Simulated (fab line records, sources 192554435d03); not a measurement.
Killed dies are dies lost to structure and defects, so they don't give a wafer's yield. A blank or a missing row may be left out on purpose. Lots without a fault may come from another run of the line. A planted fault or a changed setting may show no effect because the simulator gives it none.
fab line records | flow n5_finfet
record lots=3 wafers=8 last_day=18
route steps=1938 shown PMOS_HMC_CHANNEL_EPI@84 FIN_SAQP@90 STI_FIN_REVEAL@196 BEOL_M4@1111
lots that met no fault: from a run of the same line without faults
start_h: hours from the record's first day to the start of the lot's first wafer shown | wait_h: hours since the lot's step before | " the same as in the row above | L1.1+2: a row that stands for several wafers | - no value, or no start given | * or withheld: withheld | < > ~ a bound
route shown NAME@n: a module of which the file shows steps, and the number in the route of the first | usual: mean/standard deviation of fault-free wafers | same: alike in all rows | chamber/n: place in a boat | sites: the reading at each site | _std_site: their standard deviation | _edge_site: outer sites' mean less inner sites' | radius_mm: how far each site lies from the wafer's centre | mask NAME#n: copy n | behind: the tool/chamber that last shaped the wafer | hold: why the lot was held/for how many hours/how that ended | device: the transistor (n, p or np) that didn't switch | end of line: the same wafers' tests at the end of the route | a step without rows: its recipe alone | killed: dies lost to structure and defects at the first sort, not the wafer's yield | map: a wafer's dies, x killed, . not, _ none there
set.NAME: the setting as run; set.NAME@STEP: as run at that earlier step | model.NAME: the simulator's own value behind a step, which no gauge read
lots at some steps of the route; a table a step, a row a wafer
services: from which hour (start_h, from the record's first day; less than 0 if before it) a tool's chamber was out of use, for how many hours, and why
## steps
# step N5_PMOS_HMC_CHANNEL_EPI_PRECLEAN_37
# recipe chemistry=O3/DIW time_s=45 temp_c=22 o3_ppm=10
# step N5_PMOS_HMC_CHANNEL_EPI_PRECLEAN_24
# recipe chemistry=DHF time_s=30 temp_c=25 dilution=withheld
# step N5_PMOS_HMC_CHANNEL_EPI_SRD_25
# recipe dry=ipa_marangoni do_ppb=5 time_s=30 temp_c=23 rinse_liquid=diw
# step N5_PMOS_HMC_CHANNEL_EPI_EPI_26
# recipe material=Si target_thk_a=38 temp_c=650 precursor=SiH4/H2 pressure_torr=20 time_s=22.7
# step N5_FIN_SAQP_PRECLEAN_42
# recipe chemistry=O3/DIW time_s=60 temp_c=22 o3_ppm=10
# step N5_FIN_SAQP_PRECLEAN_00
# recipe chemistry=SC1 time_s=60 temp_c=55 mix=1:2:50
# step N5_FIN_SAQP_PRECLEAN_44
# recipe chemistry=SC2 time_s=45 temp_c=35 mix=1:1:50
# step N5_FIN_SAQP_SRD_01
# recipe dry=ipa_marangoni time_s=30 temp_c=23 rinse_liquid=diw
# step N5_FIN_SAQP_ALD_61
# recipe material=SiO2 target_thk_a=40 temp_c=300 ald_precursor_family=BDEAS ald_co_reactant=O2-plasma pulse_time_s=1 purge_time_s=2 co_reactant_purge_time_s=2 ald_cycles=43 pressure_torr=2
# step N5_FIN_SAQP_DENSIFY_62
# recipe temp_c=700 time_s=60 ambient=N2 idle_temp_c=600 ramp_up_c_per_s=150 ramp_down_c_per_s=60 cool_to_c=600
# step N5_FIN_SAQP_HM_DEP_03
# recipe material=SiNx target_thk_a=380 temp_c=400 precursor=SiH4/NH3/N2 pressure_torr=1.5 rf_w=300 time_s=33.6
# usual heater_power_w=829/110 showerhead_plenum_p_Torr=5.15/0.081 throttle_valve_pct=40.5/2.2
# columns lot.wafer tool chamber start_h wait_h heater_power_w showerhead_plenum_p_Torr throttle_valve_pct model.SiNx_of_FIN_SAQP_HM_DEP_03.thk_nm
L670.1 pecvd-02 2 64.00 0.2 647 5.02 37.2 39.14
L670.2 " 0 " " 701 5.12 39.2 39.15
L681.1 pecvd-03 2 129.08 0.2 725 5.10 39.1 37.97
L681.4 " 1 " " 917 5.16 44.2 38.71
L681.5 " 2 " " 751 5.10 38.7 37.99
L685.3 pecvd-02 2 153.65 0.1 732 5.03 37.7 37.74
L685.4 " 0 " " 835 5.12 39.5 38.6
L685.6 " 2 " " 726 5.02 37.9 38.46
# step N5_FIN_SAQP_PECVD_47
# recipe material=a-Si target_thk_a=450 temp_c=400 precursor=SiH4/He pressure_torr=3 rf_w=100 time_s=36.3
# step N5_FIN_SAQP_PECVD_48
# recipe material=SiNx target_thk_a=250 temp_c=400 precursor=SiH4/NH3/N2 pressure_torr=1.5 rf_w=300 time_s=22.1
# step N5_FIN_SAQP_PECVD_06
# recipe material=a-Si target_thk_a=600 temp_c=400 precursor=SiH4/He pressure_torr=3 rf_w=100 time_s=48.1
# step N5_FIN_SAQP_HM_DEP_72
# recipe material=SiO2 target_thk_a=120 temp_c=400 precursor=SiH4/N2O pressure_torr=0.75 rf_w=275 time_s=7.2
# step N5_FIN_SAQP_COAT_49
# recipe resist=SOC temp_c=250 time_s=60 spin_rpm=1500 resist_thk_nm=100
# step N5_FIN_SAQP_COAT_50
# recipe resist=SiARC temp_c=220 time_s=60 spin_rpm=1500 resist_thk_nm=35
# step N5_FIN_SAQP_COAT_10
# recipe resist=CAR-ArF spin_rpm=1500 resist_thk_nm=90
# step N5_FIN_SAQP_EBR_12
# recipe solvent=PGMEA ebr_width_mm=1.5
# step N5_FIN_SAQP_SOFTBAKE_11
# recipe temp_c=110 time_s=60 resist=CAR-ArF
# step N5_FIN_SAQP_EXPOSE_13
# recipe mask_id=FIN_CORE na=1.35 source_shape=dipole sigma_inner=0.538 sigma_outer=0.738 polarization=te target_cd_nm=35.6 dose_mj=63.25
# step N5_FIN_SAQP_PEB_14
# recipe peb_temp_c=withheld peb_time_s=60 resist=CAR-ArF
# step N5_FIN_SAQP_DEVELOP_15
# recipe develop_time_s=30 developer=TMAH resist=CAR-ArF dev_temp_c=23 rinse_liquid=diw dry=air_spin
# step N5_FIN_SAQP_DESCUM_21
# recipe chemistry=O2 time_s=7.9 source_power_w=50 bias_power_w=20 pressure_mtorr=20 rf_frequency_hz=2.712e+07 temp_c=40 resist=CAR-ArF o2_flow_sccm=225
# step N5_FIN_SAQP_ETCH_51
# recipe chemistry=CF4 target=SiARC target_depth_a=455 mask_material=CAR-ArF time_s=75.8 ion_energy_ev=80 pressure_mtorr=40 source_w=545 bias_w=36 Ar_flow_sccm=100 cf4_flow_sccm=100 ends=cleared
# step N5_FIN_SAQP_ETCH_52
# recipe chemistry=N2/H2 target=SOC target_depth_a=1000 overetch_a=200 mask_material=SiARC temp_c=40 time_s=150 ion_energy_ev=200 pressure_mtorr=30 source_w=840 bias_w=150 n2_flow_sccm=200 h2_flow_sccm=200 ends=end_point
# step N5_FIN_SAQP_STRIP_53
# recipe chemistry=N2/H2 temp_c=40 n2_flow_sccm=200 h2_flow_sccm=200 rf_frequency_hz=6e+07
# step N5_FIN_SAQP_HM_OPEN_73
# recipe chemistry=CHF3/O2 target=SiO2 stop_on=a-Si target_depth_a=120 over_etch_frac=1.8 mask_material=SOC time_s=16.8 pressure_mtorr=30 source_w=650 bias_w=170 Ar_flow_sccm=200 CHF3_flow_sccm=50 O2_flow_sccm=5 ion_energy_ev=200 ends=end_point
# step N5_FIN_SAQP_STRIP_74
# recipe chemistry=CHF3/O2 resist=SiARC rf_frequency_hz=6e+07
# step N5_FIN_SAQP_MANDREL_ETCH_22
# recipe target_depth_a=600 chemistry=HBr/Cl2 target=a-Si stop_on=SiNx bt_time_s=10 over_etch_frac=0.5 time_s=30 pressure_mtorr=10 icp_w=800 bias_w=75 HBr_flow_sccm=150 Cl2_flow_sccm=80 ends=end_point
# step N5_FIN_SAQP_STRIP_55
# recipe chemistry=N2/H2 power_w=500 temp_c=40 pressure_mtorr=50 rf_frequency_hz=6e+07 overash_fraction=0.3 bias_power_w=28 h2_frac=0.5 n2_flow_sccm=300 h2_flow_sccm=300
# step N5_FIN_SAQP_STRIP_23
# recipe chemistry=SPM time_s=750 temp_c=130 h2so4_h2o2_vol_ratio=4
# step N5_FIN_SAQP_SRD_66
# recipe dry=ipa_marangoni time_s=30 temp_c=23 rinse_liquid=diw
# step N5_FIN_SAQP_RECESS_75
# recipe chemistry=HF/NH3 target=SiO2 target_depth_a=144 afs_cycles=3 temp_c=30 sublimation_temp_c=180 sublimation_time_s=60
# step N5_FIN_SAQP_SPACER1_ALD_24
# recipe material=SiO2 target_thk_a=203 temp_c=300 ald_precursor_family=BDEAS ald_co_reactant=O2-plasma pulse_time_s=1 purge_time_s=2 co_reactant_purge_time_s=2 ald_cycles=218 pressure_torr=2
# step N5_FIN_SAQP_HM_OPEN_33
# recipe chemistry=CH3F/O2 target=SiNx mask_material=SiO2 target_depth_a=494 time_s=70.6 pressure_mtorr=30 source_w=395 bias_w=73 Ar_flow_sccm=150 CH3F_flow_sccm=30 O2_flow_sccm=20 ion_energy_ev=120 ends=cleared
# usual chamber_pressure_mTorr=30.004/0.027 drypump_motor_current_A=5.6/0.6 etch_rf_on_time_s=69.0/1.4 mfc_ar_sccm=150.0/0.45 oes_ar_750_au=0.77/0.074 oes_product_au=0.66/0.063 rf_vpp_V=298/3.8 showerhead_plenum_p_Torr=1.98/0.052 throttle_valve_pct=16.33/0.23
# columns lot.wafer tool chamber start_h wait_h chamber_pressure_mTorr drypump_motor_current_A etch_rf_on_time_s mfc_ar_sccm oes_ar_750_au oes_product_au rf_hours_counter_h rf_vpp_V showerhead_plenum_p_Torr throttle_valve_pct model.etch.depth_nm
L670.1 rie_diel-01 3 68.82 0.0 29.961 5.2 73.3 150.3 0.70 0.60 207 304 1.97 16.38 38.51
L670.2 " 0 " " 30.030 4.9 71.6 150.7 0.84 0.73 67 303 1.94 16.31 38.53
L681.1 rie_diel-05 3 134.41 0.1 30.028 6.1 68.6 149.9 0.72 0.62 191 301 2.07 16.70 37.18
L681.4 " 1 " " 30.012 5.8 70.6 150.5 0.71 0.61 231 297 1.98 16.54 38.08
L681.5 " 1 " " 30.002 5.8 69.0 150.7 0.71 0.61 - 299 1.98 16.54 37.29
L685.3 rie_diel-01 0 158.92 0.1 30.012 4.9 68.0 150.0 0.80 0.70 101 301 1.93 16.37 37.08
L685.4 " 2 " " 29.997 6.4 69.0 149.4 0.86 0.73 60 295 2.04 15.98 37.89
L685.6 " 2 " " 30.012 6.4 68.6 149.7 0.86 0.73 - 295 2.04 15.97 37.82
# step N5_STI_FIN_REVEAL_RECESS_09
# recipe chemistry=HF/NH3 target=SiO2 afs_cycles=11 target_depth_a=425 temp_c=30 sublimation_temp_c=180 sublimation_time_s=60
# usual drypump_motor_current_A=6.23/0.23 foreline_p_Torr=0.1280/0.00042
# columns lot.wafer tool chamber start_h wait_h drypump_motor_current_A foreline_p_Torr model.SiNx_of_FIN_SAQP_HM_DEP_03.thk_nm
L670.1 vapor_etch-02 1 77.08 0.0 6.27 0.1280 19.4
L670.2 " 0 " " 5.87 0.1283 18.8
L681.1 vapor_etch-01 1 142.29 0.0 6.56 0.1269 18
L681.4 " 1 " " 6.52 0.1278 19.2
L681.5 " 1 " " 6.51 0.1282 18.2
L685.3 vapor_etch-02 0 167.27 0.6 5.88 0.1283 18.2
L685.4 " 1 " " 6.29 0.1277 18
L685.6 " 1 " " 6.31 0.1282 18.6
# step N5_BEOL_M4_RC_MEAS_101
# usual DIBL_N=36.0/1.8 DIBL_P=36.3/2.4 IOFF_N=0.16/0.035 IOFF_P=0.21/0.036 ION_N=673/13 ION_P=461/7.2 SS_N=71.4/0.6 SS_P=73.2/0.7 VT_N=250/4 VT_P=-250.9/2.9
# columns lot.wafer tool chamber start_h wait_h DIBL_N[mV/V] DIBL_P[mV/V] IOFF_N[nA/um] IOFF_P[nA/um] ION_N[uA/um] ION_P[uA/um] SS_N[mV/dec] SS_P[mV/dec] VT_N[mV] VT_P[mV]
L670.1 prober-02 0 223.45 0.0 36.3 36.3 0.17 0.21 681 464 71.7 73.0 247 -249.4
L670.2 " 0 " " 34.7 34.3 0.12 0.18 666 460 70.7 73.4 255 -252.7
L681.1 prober-01 0 286.61 0.0 37.3 38.7 0.16 0.25 677 468 71.8 73.3 252 -250.9
L681.4 " 0 " " 36.5 35.5 0.14 0.19 660 448 71.7 73.0 255 -250.3
L681.5 " 0 " " 35.4 34.9 0.12 0.18 648 452 71.3 72.5 254 -251.1
L685.3 prober-02 0 320.03 0.3 35.2 35.6 0.13 0.19 652 459 70.8 73.2 253 -253.7
L685.4 " 0 " " 35.7 35.4 0.13 0.19 677 464 71.1 72.7 252 -252.5
L685.6 " 0 " " 36.8 38.2 0.16 0.23 671 462 71.4 73.4 250 -249.5
## services
# columns tool chamber start_h hours kind
pecvd-03 - 41.99 2.8 pm
vapor_etch-02 - 50.42 2.8 pm
rie_diel-05 1 57.17 13.0 repair
pecvd-03 - 84.78 5.5 pm
rie_diel-01 - 90.23 0.2 repair
pecvd-03 - 116.11 6.0 pm
rie_diel-05 - 147.49 16.3 repair
rie_diel-01 1 164.18 2.6 repair
## key
first_sign step=N5_FIN_SAQP_HM_OPEN_33 reading=etch_rf_on_time_s direction=up sigmas=2.5 usual=* struck=*
effect none on later readings
model_effect step=N5_FIN_SAQP_HM_DEP_03 value=SiNx_of_FIN_SAQP_HM_DEP_03.thk_nm without=37.67 struck=39.15
model_effect step=N5_FIN_SAQP_HM_OPEN_33 value=etch.depth_nm without=37.04 struck=38.52
model_effect step=N5_STI_FIN_REVEAL_RECESS_09 value=SiNx_of_FIN_SAQP_HM_DEP_03.thk_nm without=17.6 struck=19.1
met_at N5_FIN_SAQP_HM_DEP_03
struck_wafers L670.1,L670.2
fault kind=process_parameter_drift tool=pecvd-02 chamber=- onset_h=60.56 steps=N5_FIN_SAQP_HM_DEP_03 channel=time_s offset=* shape=step end_h=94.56 scope=struck_wafers_only acts_in=* stated=*
